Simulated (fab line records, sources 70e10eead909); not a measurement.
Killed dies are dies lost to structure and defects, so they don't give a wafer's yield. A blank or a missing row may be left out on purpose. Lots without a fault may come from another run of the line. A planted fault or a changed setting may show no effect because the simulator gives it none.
Chamber matching | flow nand_harc | NHARC_A_CHANNEL_FILL_D2_ETCHBACK_08 on rie_diel-09: 4 sister chambers
The step etches the open film in C4F8, target depth 220 nm, time 110 s. 8 wafers are shown with their chamber, then 7 later ones without.

WAFERS WITH THEIR CHAMBER
wafer  | chamber | rf_vpp_V (V) | oes_product_au (a.u.)
L530.2 | 0       | 439          | 1.03
L530.4 | 3       | 438          | 1.00
L531.2 | 2       | 438          | 0.99
L531.6 | 3       | 437          | 1.02
L533.3 | 0       | 438          | 0.94
L533.6 | 1       | 442          | 0.92
L535.2 | 1       | 441          | 0.94
L535.3 | 2       | 438          | 0.92

WAFERS WITHOUT THEIR CHAMBER
wafer  | rf_vpp_V (V) | oes_product_au (a.u.)
L535.5 | 437          | 0.94
L537.2 | 436          | 1.00
L537.3 | 437          | 1.01
L537.4 | 442          | 0.99
L538.2 | 437          | 1.00
L538.5 | 438          | 1.00
L538.6 | 437          | 0.98

WHICH CHAMBER EACH WENT THROUGH
wafer  | from the rows above          | in truth
L535.5 | can't be placed: 2 or 3 or 0 | 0
L537.2 | can't be placed: 3 or 2 or 0 | 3
L537.3 | can't be placed: 3 or 2 or 0 | 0
L537.4 | 1                            | 1
L538.2 | can't be placed: 3 or 2 or 0 | 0
L538.5 | can't be placed: 3 or 0 or 2 | 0
L538.6 | can't be placed: 3 or 2 or 0 | 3
Placed correctly: 1 of 7. Can't be placed from these rows: 6 (the true chamber is among the candidates in 6). Placed wrongly: 0.
How it was worked out, from the rows above alone: a wafer's distance from a chamber is the root of the sum, over the readings, of the square of ((its reading less the chamber's mean) divided by the reading's scatter). The wafer belongs to the nearest chamber; if the next one is less than 2 further off, it can't be placed. A chamber's mean is the mean of its shown wafers. The scatter: the root of (the sum of the squares of (reading less its chamber's mean) over the shown wafers, divided by (wafers less chambers)).
